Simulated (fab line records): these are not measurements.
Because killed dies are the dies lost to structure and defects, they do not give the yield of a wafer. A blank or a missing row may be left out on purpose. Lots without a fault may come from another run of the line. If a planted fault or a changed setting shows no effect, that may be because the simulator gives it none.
Chamber matching :: flow nandHarc :: NHARC_A_CONTACT_ETCH_106 on rieDiel-10 has 4 sister chambers
The step etches the open film in CF4/O2, target depth 90 nm, overetch 9 nm, time 49.5 s. 8 wafers are shown with their chamber, then 8 later ones without.

== WAFERS WITH THEIR CHAMBER ==
wafer: L903.6
chamber: 0
showerheadPlenumPTorr (Torr): 1.41
rfVppV (V): 198.4

wafer: L913.4
chamber: 3
showerheadPlenumPTorr (Torr): 1.26
rfVppV (V): 197.4

wafer: L914.2
chamber: 2
showerheadPlenumPTorr (Torr): 1.25
rfVppV (V): 196.1

wafer: L914.5
chamber: 1
showerheadPlenumPTorr (Torr): 1.36
rfVppV (V): 198.3

wafer: L918.3
chamber: 2
showerheadPlenumPTorr (Torr): 1.25
rfVppV (V): 195.4

wafer: L918.4
chamber: 3
showerheadPlenumPTorr (Torr): 1.26
rfVppV (V): 196.1

wafer: L918.6
chamber: 0
showerheadPlenumPTorr (Torr): 1.40
rfVppV (V): 200.5

wafer: L921.1
chamber: 1
showerheadPlenumPTorr (Torr): 1.36
rfVppV (V): 198.2

== WAFERS WITH NO CHAMBER GIVEN ==
wafer: L921.2
showerheadPlenumPTorr (Torr): 1.40
rfVppV (V): 200.0

wafer: L921.4
showerheadPlenumPTorr (Torr): 1.25
rfVppV (V): 194.9

wafer: L920.4
showerheadPlenumPTorr (Torr): 1.26
rfVppV (V): 197.3

wafer: L920.5
showerheadPlenumPTorr (Torr): 1.36
rfVppV (V): 196.6

wafer: L920.6
showerheadPlenumPTorr (Torr): 1.40
rfVppV (V): 198.2

wafer: L923.4
showerheadPlenumPTorr (Torr): 1.40
rfVppV (V): 198.0

wafer: L923.5
showerheadPlenumPTorr (Torr): 1.40
rfVppV (V): 198.9

wafer: L923.6
showerheadPlenumPTorr (Torr): 1.36
rfVppV (V): 197.9

== CHAMBER TAKEN BY EACH ==
wafer: L921.2
from the rows above: 0
in truth: 0

wafer: L921.4
from the rows above: 2
in truth: 2

wafer: L920.4
from the rows above: 3
in truth: 3

wafer: L920.5
from the rows above: 1
in truth: 1

wafer: L920.6
from the rows above: 0
in truth: 0

wafer: L923.4
from the rows above: 0
in truth: 0

wafer: L923.5
from the rows above: 0
in truth: 0

wafer: L923.6
from the rows above: 1
in truth: 1
Placed correctly: 8 of 8. Left unplaced by these rows: 0. Wrongly placed: 0.
How it was worked out, from the rows above alone: a wafer's distance from a chamber is the root of the sum, over the readings, of the square of ((its reading less the chamber's mean) divided by the reading's scatter). If the next closest chamber is less than 2 further off than the closest, the wafer can't be placed; otherwise it belongs to the closest. For every chamber, the mean is computed from those of its wafers that are shown. The scatter: the root of (the sum of the squares of (reading less its chamber's mean) over the shown wafers, divided by (wafers less chambers)).
